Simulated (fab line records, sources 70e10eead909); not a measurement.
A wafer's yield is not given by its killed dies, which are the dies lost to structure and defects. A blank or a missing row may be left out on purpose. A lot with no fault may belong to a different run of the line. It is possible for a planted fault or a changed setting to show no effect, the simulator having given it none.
Matching of chambers    flow nand-harc    NHARC_A_SLIT_ETCH_24 on rie-diel-10: 4 sister chambers
The step etches the open film in CF4/CHF3, target depth 121 nm, time 60.5 s. 4 wafers are shown with their chamber, then 7 later ones without.

EACH WAFER AND ITS CHAMBER
wafer   chamber  drypump-motor-current-A (A)
L755.5  3        5.3
L768.2  2        4.9
L769.3  0        5.6
L769.5  1        5.4

WAFERS WITH NO CHAMBER GIVEN
wafer   drypump-motor-current-A (A)
L769.6  5.5
L771.1  5.3
L771.3  5.5
L771.5  5.4
L774.2  5.0
L774.4  5.6
L774.5  5.4

CHAMBER TAKEN BY EACH
wafer   from the rows above           in truth
L769.6  can't be placed: 0 or 1 or 3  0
L771.1  can't be placed: 3 or 1       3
L771.3  can't be placed: 0 or 1 or 3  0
L771.5  can't be placed: 1 or 3       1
L774.2  2                             2
L774.4  0                             0
L774.5  can't be placed: 1 or 3       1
2 of 7 placed correctly. Not placeable from these rows: 5 (in 5, the candidates include the true chamber). Number placed wrongly: 0.
How it was worked out, from the rows above alone: a wafer's distance from a chamber is the root of the sum, over the readings, of the square of ((its reading less the chamber's mean) divided by the reading's scatter). The wafer belongs to the nearest chamber; if the next one is less than 2 further off, it can't be placed. Each chamber's mean is taken over the wafers shown for it. The scatter (one wafer shown for each chamber): square how far every hidden wafer sits from the nearest shown wafer, average those squares and take the square root.
